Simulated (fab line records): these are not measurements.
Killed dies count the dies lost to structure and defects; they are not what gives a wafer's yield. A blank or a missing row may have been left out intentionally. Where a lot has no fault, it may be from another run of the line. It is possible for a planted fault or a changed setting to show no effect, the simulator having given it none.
Chamber matching / flow n5-finfet / ald-metal-03 running N5_BEOL_M7_ALD_77: 4 sister chambers
The step deposits TaN, target thk 2 nm, pulse time 2 s, purge time 3 s. 8 wafers are shown with their chamber, then 11 later ones without.

## WAFERS PAIRED WITH THEIR CHAMBERS
wafer=L082.1; chamber=2; heater-power-w (W)=402; susceptor-temp-C (C)=275.26
wafer=L083.1; chamber=3; heater-power-w (W)=415; susceptor-temp-C (C)=275.07
wafer=L083.2; chamber=1; heater-power-w (W)=374; susceptor-temp-C (C)=274.91
wafer=L083.4; chamber=0; heater-power-w (W)=404; susceptor-temp-C (C)=274.80
wafer=L084.1; chamber=1; heater-power-w (W)=382; susceptor-temp-C (C)=275.03
wafer=L084.2; chamber=3; heater-power-w (W)=404; susceptor-temp-C (C)=274.81
wafer=L084.3; chamber=0; heater-power-w (W)=406; susceptor-temp-C (C)=274.82
wafer=L084.4; chamber=2; heater-power-w (W)=383; susceptor-temp-C (C)=275.03

## WAFERS MISSING THEIR CHAMBER
wafer=L084.5; heater-power-w (W)=397; susceptor-temp-C (C)=274.86
wafer=L084.6; heater-power-w (W)=374; susceptor-temp-C (C)=275.11
wafer=L088.2; heater-power-w (W)=375; susceptor-temp-C (C)=274.81
wafer=L088.3; heater-power-w (W)=381; susceptor-temp-C (C)=274.90
wafer=L088.5; heater-power-w (W)=386; susceptor-temp-C (C)=274.97
wafer=L094.1; heater-power-w (W)=411; susceptor-temp-C (C)=275.08
wafer=L094.2; heater-power-w (W)=409; susceptor-temp-C (C)=274.81
wafer=L094.5; heater-power-w (W)=404; susceptor-temp-C (C)=274.89
wafer=L097.2; heater-power-w (W)=380; susceptor-temp-C (C)=275.25
wafer=L097.4; heater-power-w (W)=410; susceptor-temp-C (C)=275.26
wafer=L097.5; heater-power-w (W)=371; susceptor-temp-C (C)=275.17

## CHAMBER TAKEN BY EACH
wafer=L084.5; from the rows above=can't be placed: 0 or 3 or 2 or 1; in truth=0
wafer=L084.6; from the rows above=can't be placed: 1 or 2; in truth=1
wafer=L088.2; from the rows above=1; in truth=1
wafer=L088.3; from the rows above=can't be placed: 1 or 2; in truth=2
wafer=L088.5; from the rows above=can't be placed: 1 or 2 or 0 or 3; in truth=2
wafer=L094.1; from the rows above=can't be placed: 3 or 0 or 2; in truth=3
wafer=L094.2; from the rows above=can't be placed: 0 or 3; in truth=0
wafer=L094.5; from the rows above=can't be placed: 0 or 3 or 2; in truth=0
wafer=L097.2; from the rows above=can't be placed: 2 or 1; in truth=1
wafer=L097.4; from the rows above=can't be placed: 2 or 3 or 0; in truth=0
wafer=L097.5; from the rows above=can't be placed: 1 or 2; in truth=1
Correct placement for 1 of the 11. These rows do not allow placing 10 (true chamber among the candidates in 10). Wrongly placed: 0.
How it was worked out, from the rows above alone: a wafer's distance from a chamber is the root of the sum, over the readings, of the square of ((its reading less the chamber's mean) divided by the reading's scatter). If the next closest chamber is less than 2 further off than the closest, the wafer can't be placed; otherwise it belongs to the closest. The mean given for a chamber averages the wafers shown for that chamber. The scatter: take each reading less its chamber's mean, square it, sum over the shown wafers, divide by the number of wafers less the number of chambers, and take the root.
